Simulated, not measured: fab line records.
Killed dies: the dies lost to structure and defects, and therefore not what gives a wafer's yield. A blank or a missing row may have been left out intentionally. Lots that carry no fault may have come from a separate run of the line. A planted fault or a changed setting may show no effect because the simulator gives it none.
Lot-split experiment	flow n5_finfet	route with 1938 steps; 7 lots, 21 wafers read

== THE SPLIT ==
At N5_BEOL_M0_SAQP_ETCH_107 (etches SiNx in CH3F/O2, target depth 30 nm), the setting bias_w was moved away from the recipe's 73 W on 4 of the 21 wafers read, by -8.3% to +14.3%. This setting was run at the recipe's value on the other wafers.

The reading is taken at the split's own step.

== THE READING ==
rf_vpp_V, in V, at N5_BEOL_M0_SAQP_ETCH_107 (etches SiNx in CH3F/O2, target depth 30 nm). A value of 301 V with a standard deviation of 3.5 V is what fault-free wafers of this fab line usually give.

wafer	tool, chamber at the split	bias_w as run, W	against the recipe	rf_vpp_V, V	against lot-mates on the recipe
L074.2	rie_diel-05, 3	73	recipe	307	-
L074.4	rie_diel-05, 1	73	recipe	304	-
L074.6	rie_diel-05, 2	73	recipe	304	-
L076.1	rie_diel-02, 0	83.24	+14.0%	336	+38
L076.2	rie_diel-02, 2	73	recipe	300	-
L076.4	rie_diel-02, 3	73	recipe	297	-
L077.1	rie_diel-02, 2	73	recipe	301	-
L077.2	rie_diel-02, 0	66.94	-8.3%	281	-18
L077.6	rie_diel-02, 3	73	recipe	297	-
L085.1	rie_diel-05, 1	73	recipe	305	-
L085.5	rie_diel-05, 1	73	recipe	306	-
L085.6	rie_diel-05, 0	73	recipe	293	-
L089.1	rie_diel-05, 1	73	recipe	305	-
L089.3	rie_diel-05, 3	73	recipe	305	-
L089.6	rie_diel-05, 1	73	recipe	304	-
L095.1	rie_diel-05, 0	73	recipe	295	-
L095.2	rie_diel-05, 1	83.41	+14.3%	340	+45
L095.6	rie_diel-05, 3	83.41	+14.3%	340	+45
L096.1	rie_diel-03, 0	73	recipe	304	-
L096.4	rie_diel-03, 3	73	recipe	306	-
L096.5	rie_diel-03, 0	73	recipe	305	-

FIT RESULTS
A straight line over all 21 wafers: rf_vpp_V changes by +2.57 V for each +1% of bias_w; r = +0.96; the points scatter about the line by 4 V.
The same after taking each lot's own level away (the mean of its wafers on the recipe; 21 wafers): +2.89 V for each +1%; r = +0.98; scatter 3.2 V.
That fit puts the effect of the largest move of bias_w on the reading at 41 V.
The span of the lots' own levels, 295.0 to 305.0 V, comes to 2.9 times the standard deviation stated above.
So the slope is not independent of the lot-to-lot level: the two fits are not the same.
Check: for one of the wafers moved furthest among these (+14.3%), held out of the fit, the line's prediction against its lot-mates is +40.2 V. Against them it came out at +45 V.
Tool readings at the split's step, against how far the setting was moved: rf_vpp_V r = +0.96.

== OTHER SPLITS APPLIED TO THESE WAFERS ==
Other splits were also applied to these wafers ahead of the reading. Each is held against what the fit with the lots' levels taken away leaves over:
other split on the same wafers	wafers away from the commonest value	r with rf_vpp_V (lot level and that fit taken away)
N5_HKMG_FIN_DEVELOP_48 develop_time_s	7	-0.28
N5_MOL_CONTACT_COAG_ALD_27 time_s	6	+0.20
N5_MOL_CONTACT_COAG_PECVD_31 temp_c	8	-0.06
N5_MOL_CONTACT_COAG_EXPOSE_37 dose_mj	6	-0.36

== THE FILE'S OWN FIT ==
rf_vpp_V changes by +2.81 V for each +1% of bias_w, r = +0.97.
